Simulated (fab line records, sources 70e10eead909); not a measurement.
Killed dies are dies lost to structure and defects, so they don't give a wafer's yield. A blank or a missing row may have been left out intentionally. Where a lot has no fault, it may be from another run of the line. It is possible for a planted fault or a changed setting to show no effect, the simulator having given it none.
Matching of chambers / flow nand harc / 4 sister chambers for NHARC_A_STAIRCASE_CMP_152 on cmp-01
The step polishes. 4 wafers are shown with their chamber, then 8 later ones without.

## EACH WAFER AND ITS CHAMBER
wafer=L079.3; chamber=2; motor current A (A)=12.7
wafer=L085.3; chamber=3; motor current A (A)=11.5
wafer=L085.6; chamber=1; motor current A (A)=13.3
wafer=L091.1; chamber=0; motor current A (A)=13.7

## WAFERS WHOSE CHAMBER IS MISSING
wafer=L091.2; motor current A (A)=10.6
wafer=L091.3; motor current A (A)=13.1
wafer=L092.4; motor current A (A)=13.0
wafer=L092.5; motor current A (A)=13.9
wafer=L092.6; motor current A (A)=13.6
wafer=L093.1; motor current A (A)=13.4
wafer=L093.3; motor current A (A)=10.8
wafer=L093.4; motor current A (A)=12.2

## WHICH CHAMBER EACH WENT THROUGH
wafer=L091.2; from the rows above=3; in truth=3
wafer=L091.3; from the rows above=can't be placed: 1 or 2 or 0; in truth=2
wafer=L092.4; from the rows above=can't be placed: 1 or 2 or 0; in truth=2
wafer=L092.5; from the rows above=can't be placed: 0 or 1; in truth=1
wafer=L092.6; from the rows above=can't be placed: 0 or 1 or 2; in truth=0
wafer=L093.1; from the rows above=can't be placed: 1 or 0 or 2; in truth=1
wafer=L093.3; from the rows above=3; in truth=3
wafer=L093.4; from the rows above=can't be placed: 2 or 3 or 1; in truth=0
Correct placement for 2 of the 8. Cannot be placed on the basis of these rows: 6; the candidates contain the true chamber in 5. Number placed wrongly: 0.
How it was worked out, from the rows above alone: a wafer's distance from a chamber is the root of the sum, over the readings, of the square of ((its reading less the chamber's mean) divided by the reading's scatter). If the next closest chamber is less than 2 further off than the closest, the wafer can't be placed; otherwise it belongs to the closest. For every chamber, the mean is computed from those of its wafers that are shown. The scatter (one wafer shown for each chamber): square how far every hidden wafer sits from the nearest shown wafer, average those squares and take the square root.
